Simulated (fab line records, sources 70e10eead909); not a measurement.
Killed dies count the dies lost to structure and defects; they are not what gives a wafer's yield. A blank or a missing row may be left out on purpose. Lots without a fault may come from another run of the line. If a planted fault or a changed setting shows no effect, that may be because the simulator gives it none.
fab line records	flow nand_harc	part 1 of 2: steps 1 to 4 of 6
[record] lots = 23	wafers = 69	last_day = 26
route steps=1159 shown P_BONDPAD@381 A_STAIRCASE@557 A_SGD_CUT@759
lots that met no fault: taken from a fault-free run of the same line
start_h: the number of hours between the record's first day and the start of the first shown wafer of the lot	wait_h: hours elapsed since this lot's preceding step	" as in the row above	L1.1+2: a single row standing in for several wafers	- either no value or no given start	* or withheld: withheld	< > ~ a bound
route shown NAME@n: NAME is a module with steps in the file, n the number in the route of the first one	usual: average and standard deviation across the fault-free wafers	same: alike in all rows	chamber/n: place in a boat	sites: each site's reading	_std_site: the values' standard deviation	_edge_site: mean of outer sites minus mean of inner sites	radius_mm: for every site, how far away it sits from the centre of the wafer	mask NAME#n: copy n	behind: the tool/chamber that last shaped the wafer	hold: why the lot was held/for how many hours/how that ended	device: the transistor (n, p or np) that didn't switch	end of line: at the end of the route, the tests of the same wafers	a step given without rows: its recipe and nothing more	killed: count of dies lost to structure and defects at first sort (not the wafer's yield)	map: per-die view of a wafer (x killed, . not killed, _ where there is no die)
set.NAME: setting as actually run; set.NAME@STEP: the setting as run at that earlier step	model.NAME: the simulator's own value behind a step, which no gauge read
steps of the route over a sample of lots; a table a step, a row a wafer
services: a tool's chamber out of use, with start hour (start_h, from the record's first day; less than 0 if before it), hours out, and reason
[[steps]]
[step NHARC_P_BONDPAD_THK_MEAS_20]
[recipe] thk_meas_gauge = xrf
[usual] thk_nm = 161.6/1.6
lot.wafer	tool	chamber	start_h	wait_h	thk_nm
L074.1	film_metro-01	-	132.36	-	160.9
L074.3	"	-	"	"	161.4
L074.6	"	-	"	"	161.2
L075.3	film_metro-02	-	141.57	-	162.3
L075.4	"	-	"	"	162.6
L075.5	"	-	"	"	163.2
L076.1	film_metro-02	-	141.96	-	166.1
L076.3	"	-	"	"	159.6
L076.6	"	-	"	"	163.2
L077.3	film_metro-02	-	157.35	-	161.4
L077.5	"	-	"	"	161.4
L077.6	"	-	"	"	161.2
L078.1	film_metro-01	-	158.02	-	163.1
L078.3	"	-	"	"	160.3
L078.5	"	-	"	"	160.3
L079.2	film_metro-01	-	164.06	-	160.0
L079.3	"	-	"	"	160.1
L079.4	"	-	"	"	162.1
L080.1	film_metro-01	-	171.16	-	160.4
L080.4	"	-	"	"	164.2
L080.5	"	-	"	"	164.4
L082.3	film_metro-02	-	176.10	-	161.9
L082.5	"	-	"	"	160.1
L082.6	"	-	"	"	158.4
L081.4	film_metro-01	-	183.58	-	162.6
L081.5	"	-	"	"	161.1
L081.6	"	-	"	"	161.3
L084.1	film_metro-01	-	194.70	-	162.2
L084.3	"	-	"	"	161.6
L084.6	"	-	"	"	162.1
L085.3	film_metro-01	-	207.11	-	160.4
L085.4	"	-	"	"	163.1
L085.6	"	-	"	"	159.2
L087.1	film_metro-01	-	208.04	-	160.8
L087.3	"	-	"	"	159.9
L087.5	"	-	"	"	162.0
L086.2	film_metro-02	-	208.36	-	160.7
L086.3	"	-	"	"	160.7
L086.4	"	-	"	"	159.7
L088.1	film_metro-01	-	222.68	-	163.3
L088.2	"	-	"	"	162.7
L088.6	"	-	"	"	160.2
L089.1	film_metro-01	-	223.02	-	160.8
L089.2	"	-	"	"	161.4
L089.5	"	-	"	"	161.7
L090.1	film_metro-02	-	231.80	-	160.2
L090.3	"	-	"	"	160.7
L090.6	"	-	"	"	159.6
L091.3	film_metro-02	-	240.63	-	163.9
L091.4	"	-	"	"	159.9
L091.5	"	-	"	"	163.0
L094.1	film_metro-02	-	245.83	-	162.6
L094.4	"	-	"	"	157.9
L094.6	"	-	"	"	160.6
L093.4	film_metro-01	-	254.76	-	163.3
L093.5	"	-	"	"	163.7
L093.6	"	-	"	"	160.8
L092.2	film_metro-01	-	255.39	-	163.1
L092.3	"	-	"	"	160.1
L092.5	"	-	"	"	163.1
L095.1	film_metro-01	-	256.93	-	161.4
L095.2	"	-	"	"	163.9
L095.4	"	-	"	"	162.6
L096.3	film_metro-02	-	262.76	-	162.5
L096.5	"	-	"	"	164.2
L096.6	"	-	"	"	163.2
L097.1	film_metro-02	-	270.93	-	163.1
L097.2	"	-	"	"	163.1
L097.6	"	-	"	"	163.7
[step NHARC_A_STAIRCASE_TRIM_20]
[recipe] time_s = 211.2	o2_flow_sccm = 500	ar_flow_sccm = 0	bias_w = 0	chemistry = O2
[usual] drypump_motor_current_A = 5.9/0.45	oes_product_au = 1.003/0.009	rf_vpp_V = 58.0/0.9	showerhead_plenum_p_Torr = 3.57/0.13	throttle_valve_pct = 17.036/0.0088
[same] time_s = 211.2
lot.wafer	tool	chamber	start_h	wait_h	drypump_motor_current_A	oes_product_au	rf_hours_counter_h	rf_vpp_V	showerhead_plenum_p_Torr	throttle_valve_pct
L074.3	rie_diel-07	1	239.89	0.1	4.7	1.003	0	57.5	3.44	17.046
L074.1	"	3	"	"	5.6	1.005	1	58.2	3.78	17.033
L074.6	"	0	"	"	6.7	0.999	-	56.1	3.42	17.042
L076.1	rie_diel-12	0	247.67	0.1	5.7	1.012	16	58.3	3.51	17.043
L076.3	"	1	"	"	5.9	1.008	15	59.4	3.64	17.040
L076.6	"	0	"	"	5.7	1.008	-	57.6	3.51	17.055
L075.3	rie_diel-11	2	248.30	0.2	5.5	1.009	20	57.2	3.30	17.033
L075.4	"	3	"	"	6.6	1.001	19	58.2	3.62	17.043
L075.5	"	1	"	"	5.5	0.989	-	58.8	3.69	17.037
L078.1	rie_diel-12	0	259.39	0.1	5.7	1.019	20	57.2	3.50	17.052
L078.3	"	2	"	"	6.2	0.993	17	59.6	3.71	17.036
L078.5	"	2	"	"	6.2	1.008	-	58.5	3.71	17.041
L077.3	rie_diel-07	2	259.50	0.1	6.0	1.009	7	58.0	3.69	17.047
L077.5	"	0	"	"	6.7	0.996	-	56.5	3.42	17.052
L077.6	"	1	"	"	4.8	1.005	-	57.9	3.44	17.042
L079.4	rie_diel-12	0	264.18	0.1	5.7	1.016	22	58.1	3.50	17.041
L079.3	"	2	"	"	6.3	0.992	19	58.4	3.71	17.038
L079.2	"	3	"	"	6.0	1.007	20	58.9	3.63	17.012
L082.3	rie_diel-11	2	279.37	0.1	5.5	0.997	29	56.8	3.29	17.014
L082.5	"	2	"	"	5.5	1.009	-	57.1	3.29	17.020
L082.6	"	3	"	"	6.6	1.004	-	58.3	3.62	17.033
L080.4	rie_diel-12	3	279.66	0.1	6.0	1.006	24	59.7	3.62	17.049
L080.1	"	2	"	"	6.2	0.996	23	60.0	3.71	17.057
L080.5	"	3	"	"	6.0	1.019	-	58.2	3.62	17.041
L081.4	rie_diel-11	0	291.53	0.1	5.8	1.003	34	58.3	3.57	17.041
L081.5	"	2	"	"	5.5	1.011	-	57.4	3.29	17.037
L081.6	"	3	"	"	6.6	0.995	-	57.9	3.61	17.046
L084.1	rie_diel-11	2	301.89	0.1	5.5	1.004	37	57.2	3.29	17.033
L084.3	"	0	"	"	5.8	1.009	37	59.2	3.57	17.052
L084.6	"	1	"	"	5.5	0.993	-	58.1	3.68	17.032
L086.3	rie_diel-12	0	314.29	0.1	5.7	1.011	39	57.3	3.49	17.027
L086.2	"	1	"	"	6.0	1.005	37	57.9	3.63	17.032
L086.4	"	3	"	"	6.0	1.014	35	57.5	3.62	17.034
L087.1	rie_diel-07	3	314.49	0.1	5.5	0.999	26	57.7	3.76	17.033
L087.3	"	1	"	"	4.8	1.010	29	57.1	3.43	17.029
L087.5	"	3	"	"	5.6	0.998	-	58.3	3.76	17.040
L085.4	rie_diel-12	2	316.98	0.1	6.2	0.993	34	57.6	3.70	17.029
L085.3	"	3	"	"	6.0	1.013	36	57.5	3.62	17.038
L085.6	"	2	"	"	6.2	0.994	-	57.5	3.70	17.022
L088.2	rie_diel-11	1	325.23	0.1	5.6	0.985	49	56.1	3.67	17.036
L088.1	"	2	"	"	5.5	1.013	50	57.6	3.28	17.027
L088.6	"	1	"	"	5.5	0.991	-	58.4	3.67	17.036
L089.2	rie_diel-12	2	325.28	0.1	6.2	1.003	38	59.1	3.70	17.035
L089.1	"	1	"	"	5.9	0.995	42	57.8	3.62	17.024
L089.5	"	3	"	"	6.0	1.008	-	59.3	3.61	17.037
L090.3	rie_diel-07	3	332.74	0.1	5.5	0.998	33	58.2	3.76	17.042
L090.1	"	1	"	"	4.7	0.999	38	57.6	3.42	17.044
L090.6	"	3	"	"	5.5	1.007	-	57.9	3.76	17.035
L091.4	rie_diel-11	0	339.02	0.1	5.8	1.005	55	57.7	3.56	17.041
L091.3	"	1	"	"	5.5	0.981	55	58.9	3.67	17.041
L091.5	"	0	"	"	5.8	1.007	-	58.1	3.56	17.035
L094.1	rie_diel-11	1	345.96	0.1	5.5	0.990	56	59.8	3.67	17.024
L094.4	"	1	"	"	5.5	0.993	-	58.8	3.67	17.045
L094.6	"	0	"	"	5.8	1.001	-	57.6	3.56	17.030
L092.3	rie_diel-12	2	356.69	0.1	6.3	0.997	46	57.5	3.69	17.040
L092.2	"	3	"	"	6.0	1.017	48	60.0	3.61	17.028
L092.5	"	2	"	"	6.3	0.990	-	56.7	3.69	17.037
L095.4	rie_diel-07	2	356.80	0.1	6.0	1.004	39	59.4	3.68	17.036
L095.2	"	3	"	"	5.6	0.992	39	57.0	3.75	17.047
L095.1	"	0	"	"	6.7	0.998	44	57.4	3.40	17.033
L093.4	rie_diel-12	1	360.45	0.1	5.9	1.001	53	58.8	3.62	17.036
L093.6	"	0	"	"	5.7	1.006	-	58.1	3.49	17.020
L093.5	"	1	"	"	5.9	0.999	-	57.8	3.62	17.034
L096.3	rie_diel-12	3	370.70	0.1	6.0	1.001	55	59.3	3.61	17.034
L096.6	"	2	"	"	6.2	0.997	-	58.8	3.69	17.036
L096.5	"	3	"	"	6.0	1.004	-	57.6	3.61	17.031
L097.1	rie_diel-11	2	391.33	0.4	5.5	1.017	8	59.4	3.80	17.042
L097.2	"	0	"	"	5.8	1.004	9	58.6	3.55	17.039
L097.6	"	3	"	"	6.6	1.005	-	57.9	3.60	17.042
[step NHARC_A_STAIRCASE_TRIM_196]
[recipe] time_s = 211.2	o2_flow_sccm = 500	ar_flow_sccm = 0	bias_w = 0	chemistry = O2
[usual] drypump_motor_current_A = 5.8/0.52	oes_product_au = 1.004/0.0088	rf_vpp_V = 57.9/0.88	showerhead_plenum_p_Torr = 3.57/0.13	throttle_valve_pct = 17.038/0.0094
[same] time_s = 211.2
lot.wafer	tool	chamber	start_h	wait_h	drypump_motor_current_A	oes_product_au	rf_hours_counter_h	rf_vpp_V	showerhead_plenum_p_Torr	throttle_valve_pct
L074.3	rie_diel-07	2	243.62	0.1	6.0	1.021	1	57.6	3.70	17.042
L074.1	"	3	"	"	5.6	1.014	1	58.4	3.77	17.031
L074.6	"	0	"	"	6.7	1.000	-	58.9	3.42	17.039
L076.3	rie_diel-12	0	251.65	0.1	5.7	1.018	18	57.6	3.51	17.026
L076.1	"	1	"	"	5.9	1.006	16	57.8	3.64	17.033
L076.6	"	1	"	"	5.9	1.006	-	57.9	3.64	17.028
L075.4	rie_diel-11	1	252.44	0.1	5.6	0.988	21	57.9	3.69	17.038
L075.3	"	0	"	"	5.9	1.007	20	57.6	3.58	17.045
L075.5	"	2	"	"	5.5	0.996	-	57.9	3.30	17.050
L077.3	rie_diel-11	1	263.26	0.1	5.5	0.990	25	58.6	3.69	17.043
L077.5	"	0	"	"	5.8	1.001	-	57.4	3.58	17.036
L077.6	"	1	"	"	5.5	0.992	-	58.9	3.69	17.036
L078.1	rie_diel-12	1	264.40	0.1	5.9	1.001	21	58.4	3.63	17.036
L078.3	"	0	"	"	5.7	1.009	22	57.4	3.50	17.023
L078.5	"	1	"	"	5.9	1.008	-	59.2	3.64	17.031
L079.2	rie_diel-11	3	268.83	0.1	6.6	1.002	27	57.1	3.62	17.043
L079.4	"	0	"	"	5.8	1.015	26	58.2	3.58	17.051
L079.3	"	2	"	"	5.5	1.003	27	57.4	3.29	17.036
L082.3	rie_diel-12	3	283.89	0.1	6.0	1.017	25	58.0	3.62	17.031
L082.6	"	1	"	"	5.9	1.013	-	57.6	3.63	17.016
L082.5	"	2	"	"	6.2	0.996	-	58.3	3.71	17.043
L080.4	rie_diel-07	2	284.06	0.1	6.0	1.002	15	57.7	3.69	17.043
L080.1	"	0	"	"	6.7	0.995	15	58.4	3.41	17.025
L080.5	"	1	"	"	4.7	1.000	-	58.5	3.44	17.051
L081.4	rie_diel-07	0	295.34	0.1	6.7	0.992	22	57.7	3.41	17.044
L081.5	"	2	"	"	6.0	1.003	-	58.6	3.69	17.034
L081.6	"	3	"	"	5.6	0.998	-	59.9	3.76	17.026
L084.1	rie_diel-12	1	305.64	0.1	5.9	1.002	34	57.9	3.63	17.043
L084.3	"	2	"	"	6.2	1.000	30	58.6	3.70	17.049
L084.6	"	3	"	"	6.0	1.025	-	57.0	3.62	17.047
L086.3	rie_diel-12	3	318.18	0.1	6.0	1.005	36	56.8	3.62	17.033
L086.2	"	0	"	"	5.7	1.001	40	57.9	3.49	17.034
L086.4	"	1	"	"	5.9	0.995	39	59.1	3.63	17.049
L087.1	rie_diel-07	1	318.39	0.1	4.8	1.025	30	56.8	3.43	17.027
L087.3	"	2	"	"	6.0	1.004	27	58.4	3.68	17.029
L087.5	"	2	"	"	6.0	1.012	-	57.6	3.68	17.044
L085.4	rie_diel-12	1	320.64	0.1	5.9	1.004	39	57.4	3.62	17.042
L085.3	"	2	"	"	6.2	0.982	35	59.6	3.70	17.039
L085.6	"	1	"	"	5.9	1.008	-	58.6	3.62	17.024
L088.1	rie_diel-11	1	329.26	0.1	5.5	0.993	51	57.2	3.67	17.035
L088.2	"	3	"	"	6.6	1.004	48	57.0	3.61	17.040
L088.6	"	1	"	"	5.5	0.990	-	58.7	3.67	17.022
L089.1	rie_diel-12	0	329.44	0.1	5.7	1.019	46	55.8	3.49	17.049
L089.2	"	1	"	"	5.9	0.997	44	57.5	3.62	17.036
L089.5	"	0	"	"	5.7	1.005	-	59.1	3.49	17.036
L090.3	rie_diel-12	0	336.43	0.1	5.7	1.006	48	57.4	3.49	17.038
L090.1	"	1	"	"	5.9	1.005	46	58.9	3.62	17.036
L090.6	"	1	"	"	5.9	1.013	-	57.9	3.62	17.053
L091.3	rie_diel-07	3	342.56	0.1	5.6	0.990	36	57.5	3.75	17.029
L091.4	"	0	"	"	6.7	0.989	40	56.3	3.40	17.043
L091.5	"	3	"	"	5.5	0.992	-	57.8	3.75	17.051
L094.1	rie_diel-11	0	350.41	0.1	5.8	1.006	58	56.0	3.56	17.053
L094.4	"	2	"	"	5.5	1.022	-	56.5	3.28	17.036
L094.6	"	0	"	"	5.8	1.006	-	57.5	3.56	17.035
L092.2	rie_diel-07	3	360.63	0.1	5.6	1.008	40	58.4	3.75	17.043
L092.3	"	0	"	"	6.7	0.997	46	56.1	3.40	17.044
L092.5	"	3	"	"	5.6	1.011	-	58.8	3.75	17.047
L095.2	rie_diel-07	1	361.09	0.1	4.8	1.000	46	56.9	3.42	17.052
L095.4	"	2	"	"	6.0	1.021	41	57.1	3.67	17.030
L095.1	"	3	"	"	5.6	1.000	41	57.8	3.75	17.051
L093.4	rie_diel-07	2	364.96	0.1	6.0	1.008	43	57.9	3.67	17.018
L093.5	"	1	"	"	4.8	1.006	-	57.4	3.42	17.031
L093.6	"	2	"	"	6.0	1.009	-	58.5	3.67	17.040
L096.3	rie_diel-07	1	374.50	0.1	4.7	1.004	54	56.8	3.41	17.047
L096.5	"	0	"	"	6.6	1.004	-	56.2	3.39	17.046
L096.6	"	1	"	"	4.8	1.008	-	57.1	3.42	17.048
L097.2	rie_diel-07	0	395.27	0.1	6.7	0.991	62	57.0	3.39	17.042
L097.1	"	1	"	"	4.7	1.006	63	58.1	3.41	17.025
L097.6	"	0	"	"	6.7	0.999	-	58.1	3.39	17.043
[step NHARC_A_STAIRCASE_ETCH_313]
[recipe] cf4_flow_sccm = 100	chf3_flow_sccm = 30	ar_flow_sccm = 0	rf_w = 500	bias_w = 200	chemistry = CF4/CHF3
[usual] drypump_motor_current_A = 5.8/0.53	oes_product_au = 0.941/0.023	rf_vpp_V = 371.5/2.2	showerhead_plenum_p_Torr = 1.60/0.056	throttle_valve_pct = 16.802/0.0091
lot.wafer	tool	chamber	start_h	wait_h	drypump_motor_current_A	oes_product_au	rf_hours_counter_h	rf_vpp_V	showerhead_plenum_p_Torr	throttle_valve_pct
L074.1	rie_diel-12	1	260.92	0.7	5.9	0.928	20	371.7	1.62	16.805
L074.3	"	2	"	"	6.2	0.928	18	374.2	1.66	16.818
L074.6	"	2	"	"	6.2	0.927	-	375.1	1.66	16.792
L075.4	rie_diel-12	2	269.35	0.1	6.2	0.967	21	374.2	1.65	16.801
L075.3	"	3	"	"	6.0	0.959	22	371.8	1.62	16.805
L075.5	"	0	"	"	5.7	0.983	-	370.8	1.56	16.797
L076.3	rie_diel-07	0	269.74	0.1	6.7	0.917	10	366.1	1.52	16.822
L076.1	"	2	"	"	6.0	0.936	10	373.3	1.65	16.804
L076.6	"	0	"	"	6.7	0.908	-	368.0	1.52	16.806
L077.3	rie_diel-07	2	278.87	0.2	6.0	0.934	12	373.9	1.65	16.806
L077.5	"	0	"	"	6.7	0.922	-	369.7	1.52	16.803
L077.6	"	1	"	"	4.7	0.941	-	367.8	1.53	16.803
L078.3	rie_diel-12	0	281.08	0.1	5.7	0.944	27	370.1	1.56	16.809
L078.1	"	1	"	"	5.9	0.934	26	372.9	1.62	16.819
L078.5	"	3	"	"	6.0	0.939	-	371.6	1.62	16.804
L079.2	rie_diel-07	0	284.73	0.1	6.7	0.918	15	368.5	1.52	16.815
L079.3	"	1	"	"	4.7	0.935	16	369.9	1.53	16.801
L079.4	"	3	"	"	5.5	0.909	15	373.9	1.68	16.798
L082.3	rie_diel-12	0	307.65	0.1	5.7	0.981	36	370.3	1.56	16.810
L082.6	"	1	"	"	5.9	0.965	-	371.6	1.62	16.793
L082.5	"	2	"	"	6.2	0.949	-	374.3	1.65	16.796
L080.1	rie_diel-11	1	313.40	0.2	5.5	0.921	43	373.2	1.64	16.806
L080.4	"	2	"	"	5.5	0.925	43	366.9	1.46	16.796
L080.5	"	0	"	"	5.8	0.930	-	372.2	1.59	16.798
L081.4	rie_diel-07	3	321.39	0.1	5.5	0.931	28	374.6	1.68	16.811
L081.6	"	0	"	"	6.7	0.909	-	369.2	1.52	16.792
L081.5	"	1	"	"	4.7	0.923	-	368.4	1.53	16.828
L084.1	rie_diel-12	3	327.96	0.1	6.0	0.938	41	373.4	1.61	16.814
L084.3	"	0	"	"	5.7	0.935	45	370.1	1.56	16.798
L084.6	"	0	"	"	5.7	0.927	-	369.9	1.56	16.811
L086.4	rie_diel-07	2	335.21	0.1	6.0	0.975	34	371.3	1.64	16.790
L086.3	"	3	"	"	5.5	0.970	34	375.3	1.68	16.806
L086.2	"	1	"	"	4.7	0.959	38	368.4	1.53	16.809
L087.3	rie_diel-07	2	336.17	0.1	6.0	0.922	34	372.9	1.64	16.807
L087.1	"	0	"	"	6.7	0.908	38	368.0	1.52	16.813
L087.5	"	2	"	"	6.0	0.923	-	373.8	1.64	16.808
L085.4	rie_diel-11	3	337.37	0.1	6.6	0.953	50	370.4	1.61	16.794
L085.3	"	0	"	"	5.8	0.986	54	369.8	1.59	16.796
L085.6	"	1	"	"	5.5	0.965	-	373.2	1.64	16.793
L089.1	rie_diel-07	2	344.85	0.1	6.0	0.922	36	374.9	1.64	16.796
L089.2	"	0	"	"	6.6	0.911	41	368.6	1.52	16.795
L089.5	"	3	"	"	5.5	0.923	-	374.7	1.68	16.822
L088.1	rie_diel-12	0	345.49	0.1	5.7	0.941	50	368.2	1.56	16.811
L088.2	"	2	"	"	6.2	0.918	44	373.2	1.65	16.786
L088.6	"	0	"	"	5.7	0.935	-	370.5	1.56	16.796
L090.3	rie_diel-12	0	352.39	0.1	5.6	0.977	51	369.8	1.56	16.799
L090.1	"	1	"	"	5.9	0.959	49	371.3	1.61	16.805
L090.6	"	0	"	"	5.7	0.980	-	369.3	1.56	16.796
L091.3	rie_diel-12	2	360.82	0.1	6.2	0.924	48	373.4	1.65	16.810
L091.4	"	0	"	"	5.7	0.942	55	369.8	1.55	16.808
L091.5	"	2	"	"	6.2	0.912	-	374.1	1.65	16.801
L094.4	rie_diel-12	2	366.81	0.1	6.2	0.912	50	373.2	1.65	16.807
L094.1	"	1	"	"	5.9	0.925	56	372.4	1.61	16.794
L094.6	"	3	"	"	6.0	0.927	-	372.7	1.61	16.787
L092.3	rie_diel-11	0	380.35	0.2	5.8	0.933	4	372.5	1.59	16.801
L092.2	"	2	"	"	5.5	0.949	2	372.8	1.70	16.800
L092.5	"	0	"	"	5.8	0.934	-	370.5	1.59	16.808
L095.1	rie_diel-07	2	381.63	0.2	6.0	0.953	52	373.4	1.64	16.803
L095.2	"	0	"	"	6.7	0.943	57	368.5	1.51	16.802
L095.4	"	1	"	"	4.8	0.939	-	369.4	1.52	16.811
L093.4	rie_diel-11	3	384.99	0.1	6.6	0.969	4	370.8	1.61	16.809
L093.5	"	0	"	"	5.8	0.936	-	371.4	1.58	16.797
L093.6	"	1	"	"	5.5	0.935	-	372.7	1.63	16.778
L096.3	rie_diel-12	2	392.78	0.1	6.2	0.993	2	373.8	1.64	16.809
L096.5	"	2	"	"	6.2	0.993	-	372.7	1.64	16.780
L096.6	"	3	"	"	6.0	1.000	-	371.6	1.61	16.799
L097.1	rie_diel-07	1	414.66	0.1	4.7	0.948	0	368.4	1.52	16.811
L097.2	"	0	"	"	6.7	0.967	0	369.3	1.51	16.800
L097.6	"	1	"	"	4.7	0.952	-	368.0	1.52	16.819
